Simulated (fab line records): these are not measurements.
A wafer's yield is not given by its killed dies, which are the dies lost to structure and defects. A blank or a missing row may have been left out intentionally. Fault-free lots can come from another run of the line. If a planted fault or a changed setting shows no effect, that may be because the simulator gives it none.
A struck lot beside a sound one | flow nand-harc | 26 steps out of a route of 1159
Sound: these wafers, L992.1, L992.3, L992.6. The struck wafers were L993.1, L993.2, L993.3. The cause is given at the end.
At each step with rows: each side's tool, then ch and its chambers, then its first start. Under that, the readings that differ: sound wafers | struck wafers | difference of the means | sigmas: that difference in standard deviations of wafers without a fault.
alike: a reading whose means differ by less than 2 such deviations, as well as words and numbers matching on both sides. not compared: withheld readings; readings where some wafer has no value; bounds like >300 that might hide an equal value; numbers whose values overlap and for which the record gives no deviation.
Wherever a step has rows on one side only, a row that says differs or no value, or a row with sigmas, the two part there. Non-overlapping numbers with no deviation appear without sigmas and do not part them. A reading that every wafer of one side lacks parts them only if that side has two wafers or more.

NHARC_P_CONTACT_DEP_30: deposits SiNx, target thk 30 nm.
  sound on pecvd-04 ch 0,1, day 6 13:40; struck on pecvd-01 ch 0,1,2, day 6 19:29
  alike: heater-power-w
NHARC_P_CONTACT_DEP_00: deposits SiO2, target thk 500 nm.
  sound: pecvd-04 ch 0,1; struck: pecvd-01 ch 0,1,2
  alike: heater-power-w, throttle-valve-pct
NHARC_P_CONTACT_CMP_01: polishes SiO2, target thk 200 nm.
  sound on cmp-03 ch 0,3, day 6 14:24; struck on cmp-04 ch 0,1,2, day 6 20:13
  alike: motor-current-A
then, 8 steps without rows for these wafers: NHARC_P_CONTACT_SRD_03; NHARC_P_CONTACT_DEHYDRATE_04 (time 120 s); NHARC_P_CONTACT_HMDS_05 (time 30 s); NHARC_P_CONTACT_COAT_33 (time 75 s); NHARC_P_CONTACT_COAT_34 (time 65 s); NHARC_P_CONTACT_COAT_06 (resist thk 90 nm); NHARC_P_CONTACT_SOFTBAKE_07 (time 55 s); NHARC_P_CONTACT_EBR_08.
NHARC_P_CONTACT_EXPOSE_09: exposes mask P CA, target cd 90 nm.
  sound on arfi-scanner-03 ch 0, day 6 14:58; struck on arfi-scanner-01 ch 0, day 6 20:47
  reading | sound                | struck                        | difference | sigmas
  mask    | P_CA#0 P_CA#0 P_CA#0 | P_CA_R1#0 P_CA_R1#0 P_CA_R1#0 | differs    |
  alike: focus-offset-nm
then, 2 steps without rows for these wafers: NHARC_P_CONTACT_PEB_10 (peb time 65 s); NHARC_P_CONTACT_DEVELOP_11 (develop time 35 s).
NHARC_P_CONTACT_CD_MEAS_12 targets a cd of 90 nm.
  sound on cd-sem-01 ch 0, day 6 15:07; struck on cd-sem-03 ch 0, day 6 20:55
  reading    | sound          | struck         | difference | sigmas
  cd-nm (nm) | 90.2 89.9 89.6 | 79.4 80.2 79.5 | -10.2      | -16
NHARC_P_CONTACT_OVL_MEAS_13:
  sound on overlay-02, day 6 15:11; struck on overlay-02, day 6 21:01
  alike: overlay-x-nm, overlay-y-nm
NHARC_P_CONTACT_INSPECT_14:
  sound on defect-inspect-01, day 6 15:14; struck on defect-inspect-02, day 6 21:04
  reading          | sound | struck | difference | sigmas
  raw-defect-count | 7 8 8 | 2 6 1  | -5         | -2
NHARC_P_CONTACT_DESCUM_17: chemistry O2, time 3 s.
  sound on rie-diel-02 ch 0,1,3, day 6 15:19; struck on rie-diel-10 ch 0,1,2, day 6 21:07
  reading                    | sound           | struck            | difference | sigmas
  model.P_CONTACT.cd-nm (nm) | 89.9 89.9 89.83 | 79.22 80.69 79.36 | -10.12     |
  alike: drypump-motor-current-A, mfc-ar-sccm, oes-product-au, rf-vpp-V, showerhead-plenum-p-Torr, throttle-valve-pct
  not compared: rf-hours-counter-h
NHARC_P_CONTACT_ETCH_35: etches the open film in CF4, target depth 39 nm, time 65 s.
  sound on rie-diel-02 ch 1,2,3, day 6 15:34; struck on rie-diel-10 ch 0,1,2, day 6 21:13
  alike: drypump-motor-current-A, mfc-ar-sccm, oes-product-au, rf-vpp-V, showerhead-plenum-p-Torr, throttle-valve-pct
  not compared: rf-hours-counter-h
then, 1 step without rows for these wafers: NHARC_P_CONTACT_ETCH_36 (etches the open film in N2/H2, target depth 260 nm, time 406.25 s).
NHARC_P_CONTACT_ETCH_18: etches the open film in C4F8/O2/Ar, target depth 481 nm, time 240.5 s.
  sound: rie-diel-02 ch 0,2,3; struck: rie-diel-10 ch 0,1,2
  reading               | sound             | struck            | difference | sigmas
  oes-product-au (a.u.) | 0.926 0.957 0.938 | 0.967 0.982 0.989 | +0.039     | +2
  alike: rf-vpp-V
  not compared: rf-hours-counter-h
then, 1 step without rows for these wafers: NHARC_P_CONTACT_STRIP_37 (strips in C4F8/O2/Ar).
NHARC_P_CONTACT_ETCH_31: etches the open film in CH3F/O2, target depth 30 nm, time 85.7 s.
  sound: rie-diel-02 ch 0,2; struck: rie-diel-10 ch 0,1,2
  reading                    | sound            | struck            | difference | sigmas
  model.P_CONTACT.cd-nm (nm) | 90.05 88.02 89.6 | 77.64 82.67 77.43 | -9.98      |
  alike: drypump-motor-current-A, mfc-ar-sccm, oes-product-au, rf-vpp-V, showerhead-plenum-p-Torr, throttle-valve-pct
  not compared: rf-hours-counter-h
NHARC_P_CONTACT_CD_MEAS_19:
  sound on cd-sem-02, day 6 16:33; struck on cd-sem-02, day 6 22:02
  reading    | sound          | struck         | difference | sigmas
  cd-nm (nm) | 90.2 88.2 89.4 | 77.7 82.9 77.5 | -9.9       | -7
then, 1 step without rows for these wafers: NHARC_P_CONTACT_STRIP_28 (strips in O2).
-- break in the record here, with 14 days between the starts of the struck wafers on either side (left off in module P_CONTACT, picked up again in module END, where the first step shown is number 1159 on the route) --
NHARC_END_SORT_01:
  here the record holds rows for the struck wafers (prober-01 ch 0, day 21 02:22) but none for the sound ones

WHERE THEY PART
At NHARC_P_CONTACT_EXPOSE_09 first; at NHARC_END_SORT_01 last (within this record only).

WHY: what the simulator had put in
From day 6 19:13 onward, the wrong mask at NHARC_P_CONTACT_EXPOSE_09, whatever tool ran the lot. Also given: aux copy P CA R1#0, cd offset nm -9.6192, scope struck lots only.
